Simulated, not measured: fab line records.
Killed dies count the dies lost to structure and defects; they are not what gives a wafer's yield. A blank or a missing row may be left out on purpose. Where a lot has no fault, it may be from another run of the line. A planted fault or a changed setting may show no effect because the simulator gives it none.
The tool behind it: which one? ; flow n5-finfet ; Sampling: 24 lots, 72 wafers, 6 of 1938 route steps

## WHAT EACH GAUGE READ, for each wafer
No reading from a measuring or inspecting step in the record can be judged against a usual standard deviation.

## WHICH TOOL RAN EACH LOT (tool, then ch and the chambers of the sampled wafers, then the start)
lot;N5_BEOL_M1_ETCH_41;N5_BEOL_M1_DEGAS_44;N5_BEOL_M1_SPUTTER_79;N5_BEOL_M1_ANNEAL_95;N5_BEOL_M1_CO_CAP_55;N5_BEOL_M2_ETCH_74
L074;rie-diel-03 ch 2,3, day 6 11:59 or earlier;pvd-sputter-03, day 6 11:59;pvd-sputter-01, day 6 13:34;pvd-sputter-01, day 6 14:58;cvd-co-02 ch 0,2, day 6 16:02;rie-diel-05 ch 1,2,3, day 6 18:19
L075;rie-diel-03 ch 0,1, day 6 14:53 or earlier;pvd-sputter-03, day 6 14:53;pvd-sputter-03, day 6 15:50;pvd-sputter-03, day 6 17:14;cvd-co-02 ch 0,1, day 6 18:18;rie-diel-02 ch 0,3, day 6 19:37
L076;rie-diel-01 ch 1,2, day 6 14:58 or earlier;pvd-sputter-03, day 6 14:58;pvd-sputter-01, day 6 15:58;pvd-sputter-01, day 6 17:22;cvd-co-01 ch 0,2, day 6 18:31;rie-diel-02 ch 0,3, day 6 21:46
L077;rie-diel-03 ch 0,1, day 7 02:49 or earlier;pvd-sputter-02, day 7 02:49;pvd-sputter-02, day 7 03:58;pvd-sputter-02, day 7 05:22;cvd-co-01 ch 1,2, day 7 06:23;rie-diel-04 ch 0,1, day 7 09:05
L078;rie-diel-03 ch 0,1,2, day 7 10:25 or earlier;pvd-sputter-02, day 7 10:25;pvd-sputter-01, day 7 11:13;pvd-sputter-01, day 7 12:37;cvd-co-02 ch 0,1,2, day 7 13:38;rie-diel-04 ch 0,2, day 7 16:14
L079;rie-diel-01 ch 0,1,2, day 7 10:53 or earlier;pvd-sputter-01, day 7 10:53;pvd-sputter-03, day 7 11:46;pvd-sputter-03, day 7 13:10;cvd-co-01 ch 0,1,2, day 7 14:10;rie-diel-02 ch 0,2,3, day 7 16:24
L080;rie-diel-06 ch 0,1,3, day 7 16:38 or earlier;pvd-sputter-02, day 7 16:38;pvd-sputter-03, day 7 17:34;pvd-sputter-03, day 7 18:58;cvd-co-02 ch 0,1,2, day 7 19:59;rie-diel-04 ch 0,2,3, day 7 21:50
L081;rie-diel-06 ch 0,3, day 8 00:35 or earlier;pvd-sputter-03, day 8 00:35;pvd-sputter-02, day 8 01:27;pvd-sputter-02, day 8 02:51;cvd-co-01 ch 0,1,2, day 8 03:52;rie-diel-04 ch 0,2,3, day 8 06:14
L082;rie-diel-01 ch 0,1,3, day 8 08:30 or earlier;pvd-sputter-03, day 8 08:30;pvd-sputter-02, day 8 09:28;pvd-sputter-02, day 8 10:52;cvd-co-02 ch 1,2, day 8 11:53;rie-diel-02 ch 1,2,3, day 8 14:01
L083;rie-diel-03 ch 0,3, day 8 14:34 or earlier;pvd-sputter-02, day 8 14:34;pvd-sputter-02, day 8 15:33;pvd-sputter-02, day 8 16:57;cvd-co-02 ch 0,1,2, day 8 17:58;rie-diel-04 ch 0,2, day 8 19:23
L084;rie-diel-06 ch 0,2,3, day 8 14:39 or earlier;pvd-sputter-02, day 8 14:39;pvd-sputter-01, day 8 16:49;pvd-sputter-01, day 8 18:13;cvd-co-02 ch 0,2, day 8 19:14;rie-diel-02 ch 2,3, day 8 23:46
L085;rie-diel-03 ch 2,3, day 9 08:10 or earlier;pvd-sputter-03, day 9 08:10;pvd-sputter-01, day 9 09:22;pvd-sputter-01, day 9 10:46;cvd-co-01 ch 0,1,2, day 9 11:49;rie-diel-02 ch 0,1,3, day 9 15:04
L086;rie-diel-01 ch 1,2, day 9 08:56 or earlier;pvd-sputter-01, day 9 08:56;pvd-sputter-02, day 9 10:00;pvd-sputter-02, day 9 11:24;cvd-co-01 ch 1,2, day 9 12:25;rie-diel-02 ch 0,1, day 9 15:29
L087;rie-diel-03 ch 1,2,3, day 9 15:01 or earlier;pvd-sputter-01, day 9 15:01;pvd-sputter-01, day 9 15:51;pvd-sputter-01, day 9 17:15;cvd-co-02 ch 0,1,2, day 9 18:16;rie-diel-02 ch 0,1,3, day 9 20:32
L088;rie-diel-03 ch 0,1,2, day 9 15:41 or earlier;pvd-sputter-03, day 9 15:41;pvd-sputter-01, day 9 17:51;pvd-sputter-01, day 9 19:15;cvd-co-02 ch 0,1,2, day 9 20:16;rie-diel-05 ch 0,1,2, day 9 21:23
L089;rie-diel-03 ch 0,2,3, day 10 00:41 or earlier;pvd-sputter-01, day 10 00:41;pvd-sputter-01, day 10 01:53;pvd-sputter-01, day 10 03:17;cvd-co-02 ch 0,2, day 10 04:20;rie-diel-02 ch 0,3, day 10 08:04
L090;rie-diel-01 ch 0,1, day 10 08:05 or earlier;pvd-sputter-03, day 10 08:05;pvd-sputter-03, day 10 09:02;pvd-sputter-03, day 10 10:26;cvd-co-02 ch 1,2, day 10 13:01;rie-diel-04 ch 0,2,3, day 10 15:34
L091;rie-diel-03 ch 0,2, day 10 08:19 or earlier;pvd-sputter-02, day 10 08:19;pvd-sputter-02, day 10 09:17;pvd-sputter-02, day 10 10:41;cvd-co-02 ch 0,1,2, day 10 12:19;rie-diel-05 ch 1,2, day 10 15:17
L093;rie-diel-01 ch 0,2, day 11 01:05 or earlier;pvd-sputter-03, day 11 01:05;pvd-sputter-03, day 11 02:05;pvd-sputter-03, day 11 03:29;cvd-co-01 ch 0,2, day 11 04:31;rie-diel-02 ch 1,3, day 11 06:55
L092;rie-diel-06 ch 0,1, day 11 10:40 or earlier;pvd-sputter-02, day 11 10:40;pvd-sputter-02, day 11 14:05;pvd-sputter-02, day 11 15:29;cvd-co-01 ch 0, day 11 16:36;rie-diel-05 ch 0,1,2, day 11 18:49
L094;rie-diel-01 ch 0,2,3, day 11 23:17 or earlier;pvd-sputter-02, day 11 23:17;pvd-sputter-02, day 12 00:04;pvd-sputter-02, day 12 01:28;cvd-co-01 ch 0,1,2, day 12 02:28;rie-diel-05 ch 0,1,2, day 12 03:53
L095;rie-diel-03 ch 1,2, day 11 23:16 or earlier;pvd-sputter-01, day 11 23:16;pvd-sputter-01, day 12 00:17;pvd-sputter-01, day 12 01:41;cvd-co-01 ch 0,1,2, day 12 02:58;rie-diel-05 ch 0,2,3, day 12 05:59
L096;rie-diel-01 ch 0,1,2, day 12 02:32 or earlier;pvd-sputter-02, day 12 02:32;pvd-sputter-01, day 12 03:37;pvd-sputter-01, day 12 05:01;cvd-co-02 ch 0,2, day 12 06:14;rie-diel-05 ch 0,1,3, day 12 08:37
L097;rie-diel-06 ch 1,3, day 12 09:09 or earlier;pvd-sputter-02, day 12 09:09;pvd-sputter-02, day 12 09:55;pvd-sputter-02, day 12 11:19;cvd-co-02 ch 0,2, day 12 12:35;rie-diel-05 ch 0,3, day 12 15:09
- N5_BEOL_M1_ETCH_41: etches SiCN in CH3F/O2, target depth 31.9 nm, time 57.8 s.
- N5_BEOL_M1_DEGAS_44: time 60 s.
- N5_BEOL_M1_SPUTTER_79: material Cu, target thk 4.5 nm, time 8.29 s.
- N5_BEOL_M1_ANNEAL_95: time 240 s.
- N5_BEOL_M1_CO_CAP_55: material Co, precursor CCTBA/H2, target thk 2 nm, time 102.1 s.
- N5_BEOL_M2_ETCH_74: etches underlayer in N2/H2, target depth 6.5 nm, time 5.2 s.

## WHAT THE TOOLS THEMSELVES READ (means of the sampled wafers that have a number; where no wafer has one, the mark that the record gives instead)
N5_BEOL_M1_ETCH_41. Usual: drypump-motor-current-A 5.9 A, standard deviation 0.47; oes-product-au 0.75 a.u., standard deviation 0.072; rf-vpp-V 297.2 V, standard deviation 1.8; showerhead-plenum-p-Torr 2.00 Torr, standard deviation 0.074; throttle-valve-pct 16.49 %, standard deviation 0.25.
lot;tool;drypump-motor-current-A (A);oes-product-au (a.u.);rf-vpp-V (V);showerhead-plenum-p-Torr (Torr);throttle-valve-pct (%);flag
L074;rie-diel-03;6.1;0.74;297.4;2.03;16.35;
L075;rie-diel-03;6.4;0.72;297.3;1.97;16.65;
L076;rie-diel-01;5.5;0.72;298.5;2.07;16.66;
L077;rie-diel-03;6.4;0.71;297.0;1.97;16.66;
L078;rie-diel-03;6.2;0.72;297.9;2.02;16.60;
L079;rie-diel-01;5.5;0.71;297.4;2.04;16.62;
L080;rie-diel-06;6.3;0.81;296.8;1.97;16.13;
L081;rie-diel-06;6.1;0.78;294.7;1.88;16.07;
L082;rie-diel-01;5.5;0.72;297.6;2.02;16.69;
L083;rie-diel-03;5.8;0.76;298.3;2.04;16.47;
L084;rie-diel-06;6.0;0.74;295.8;1.91;16.36;
L085;rie-diel-03;6.1;0.71;297.2;2.02;16.38;
L086;rie-diel-01;5.5;0.89;298.8;2.06;16.35;
L087;rie-diel-03;6.3;0.71;296.2;1.97;16.45;
L088;rie-diel-03;6.3;0.71;297.9;2.02;16.64;
L089;rie-diel-03;5.9;0.73;297.7;2.03;16.43;
L090;rie-diel-01;5.5;0.85;297.5;2.03;16.43;
L091;rie-diel-03;6.1;0.70;299.0;2.06;16.58;
L093;rie-diel-01;5.4;0.70;297.2;2.04;16.56;
L092;rie-diel-06;6.5;0.81;297.3;2.05;16.23;
L094;rie-diel-01;5.4;0.71;297.7;2.02;16.62;
L095;rie-diel-03;6.4;0.67;297.1;2.00;16.61;
L096;rie-diel-01;5.5;0.76;297.8;2.03;16.52;
L097;rie-diel-06;6.0;0.78;295.2;1.94;16.18;

N5_BEOL_M1_DEGAS_44. Usual: heater-power-w at 335 W, with a standard deviation of 33.
lot;tool;heater-power-w (W);flag
L074;pvd-sputter-03;333;
L075;pvd-sputter-03;347;
L076;pvd-sputter-03;331;
L077;pvd-sputter-02;356;
L078;pvd-sputter-02;361;
L079;pvd-sputter-01;321;
L080;pvd-sputter-02;362;
L081;pvd-sputter-03;329;
L082;pvd-sputter-03;334;
L083;pvd-sputter-02;351;
L084;pvd-sputter-02;365;
L085;pvd-sputter-03;335;
L086;pvd-sputter-01;288;
L087;pvd-sputter-01;314;
L088;pvd-sputter-03;346;
L089;pvd-sputter-01;286;
L090;pvd-sputter-03;334;
L091;pvd-sputter-02;370;
L093;pvd-sputter-03;323;
L092;pvd-sputter-02;340;
L094;pvd-sputter-02;357;
L095;pvd-sputter-01;296;
L096;pvd-sputter-02;347;
L097;pvd-sputter-02;362;

N5_BEOL_M1_SPUTTER_79. Usual: throttle-valve-pct at 29.8 %, with a standard deviation of 1.3.
lot;tool;throttle-valve-pct (%);flag
L074;pvd-sputter-01;27.8;
L075;pvd-sputter-03;31.2;
L076;pvd-sputter-01;28.2;
L077;pvd-sputter-02;30.5;
L078;pvd-sputter-01;27.5;
L079;pvd-sputter-03;31.4;
L080;pvd-sputter-03;31.4;
L081;pvd-sputter-02;29.9;
L082;pvd-sputter-02;30.3;
L083;pvd-sputter-02;29.9;
L084;pvd-sputter-01;29.4;
L085;pvd-sputter-01;28.4;
L086;pvd-sputter-02;29.6;
L087;pvd-sputter-01;28.2;
L088;pvd-sputter-01;28.7;
L089;pvd-sputter-01;28.9;
L090;pvd-sputter-03;31.4;
L091;pvd-sputter-02;30.3;
L093;pvd-sputter-03;31.3;
L092;pvd-sputter-02;30.0;
L094;pvd-sputter-02;29.9;
L095;pvd-sputter-01;29.4;
L096;pvd-sputter-01;27.9;
L097;pvd-sputter-02;30.2;

N5_BEOL_M1_ANNEAL_95. Usual: heater-power-w at 817 W, with a standard deviation of 96.
lot;tool;heater-power-w (W);flag
L074;pvd-sputter-01;784;
L075;pvd-sputter-03;837;
L076;pvd-sputter-01;791;
L077;pvd-sputter-02;872;
L078;pvd-sputter-01;787;
L079;pvd-sputter-03;829;
L080;pvd-sputter-03;839;
L081;pvd-sputter-02;894;
L082;pvd-sputter-02;876;
L083;pvd-sputter-02;898;
L084;pvd-sputter-01;721;
L085;pvd-sputter-01;785;
L086;pvd-sputter-02;943;
L087;pvd-sputter-01;785;
L088;pvd-sputter-01;730;
L089;pvd-sputter-01;725;
L090;pvd-sputter-03;838;
L091;pvd-sputter-02;916;
L093;pvd-sputter-03;877;
L092;pvd-sputter-02;906;
L094;pvd-sputter-02;897;
L095;pvd-sputter-01;716;
L096;pvd-sputter-01;768;
L097;pvd-sputter-02;846;

N5_BEOL_M1_CO_CAP_55. Usual: heater-power-w at 246 W, with a standard deviation of 18.
lot;tool;heater-power-w (W);flag
L074;cvd-co-02;258;
L075;cvd-co-02;253;
L076;cvd-co-01;251;
L077;cvd-co-01;238;
L078;cvd-co-02;252;
L079;cvd-co-01;233;
L080;cvd-co-02;257;
L081;cvd-co-01;236;
L082;cvd-co-02;257;
L083;cvd-co-02;254;
L084;cvd-co-02;255;
L085;cvd-co-01;236;
L086;cvd-co-01;256;
L087;cvd-co-02;255;
L088;cvd-co-02;254;
L089;cvd-co-02;258;
L090;cvd-co-02;257;
L091;cvd-co-02;257;
L093;cvd-co-01;251;
L092;cvd-co-01;217;
L094;cvd-co-01;239;
L095;cvd-co-01;238;
L096;cvd-co-02;256;
L097;cvd-co-02;261;

N5_BEOL_M2_ETCH_74. Usual: drypump-motor-current-A 5.8 A, standard deviation 0.42; etch-rf-on-time-s 5.32 s, standard deviation 0.2; oes-product-au 0.66 a.u., standard deviation 0.091; rf-vpp-V 523 V, standard deviation 3.2; showerhead-plenum-p-Torr 2.53 Torr, standard deviation 0.11; throttle-valve-pct 17.84 %, standard deviation 0.27.
lot;tool;drypump-motor-current-A (A);etch-rf-on-time-s (s);oes-product-au (a.u.);rf-vpp-V (V);showerhead-plenum-p-Torr (Torr);throttle-valve-pct (%);flag
L074;rie-diel-05;5.7;5.21;0.71;523;2.49;17.86;
L075;rie-diel-02;6.3;5.33;0.59;521;2.46;17.78;
L076;rie-diel-02;6.4;5.47;0.58;523;2.50;17.80;
L077;rie-diel-04;5.5;5.21;0.65;527;2.66;17.79;
L078;rie-diel-04;5.5;5.30;0.68;526;2.66;18.07;
L079;rie-diel-02;6.1;5.38;0.58;522;2.49;17.92;
L080;rie-diel-04;5.6;5.26;0.71;526;2.58;17.85;
L081;rie-diel-04;5.7;5.26;0.71;524;2.58;17.86;
L082;rie-diel-02;6.0;5.47;0.64;524;2.55;17.88;
L083;rie-diel-04;5.5;5.35;0.67;526;2.66;18.09;
L084;rie-diel-02;5.9;5.35;0.57;524;2.52;18.08;
L085;rie-diel-02;6.2;5.41;0.64;523;2.52;17.76;
L086;rie-diel-02;6.0;5.43;0.69;523;2.55;17.74;
L087;rie-diel-02;6.2;5.49;0.63;523;2.52;17.79;
L088;rie-diel-05;5.6;5.25;0.67;524;2.52;17.68;
L089;rie-diel-02;6.4;5.47;0.56;521;2.49;17.85;
L090;rie-diel-04;5.7;5.28;0.68;523;2.56;17.91;
L091;rie-diel-05;5.7;5.42;0.61;521;2.42;17.81;
L093;rie-diel-02;6.1;5.55;0.67;525;2.58;17.76;
L092;rie-diel-05;5.5;5.27;0.64;522;2.52;17.73;
L094;rie-diel-05;5.6;5.29;0.66;524;2.51;17.71;
L095;rie-diel-05;5.4;5.10;0.70;521;2.47;17.78;
L096;rie-diel-05;5.6;5.17;0.70;525;2.57;17.83;
L097;rie-diel-05;5.4;4.96;0.76;523;2.52;17.91;

## THE ANSWER, worked out from the rows above alone
Rule: lot off if the mean of its wafers having a number is beyond 3 standard deviations from the usual mean. A lot without any number at a reading at which 4 lots or more have one is off too. The other lots that the step has rows for count as sound. After the gauges, taken in route order, come the tools' own readings; for these a lot's mean is taken, as printed above. The first step at which some lot is off is used, and at that step the reading that is off furthest; a lot without a number counts as furthest.
No lot is off at any reading shown: from this, nothing can be told.

## WHAT WAS PUT IN BY THE SIMULATOR
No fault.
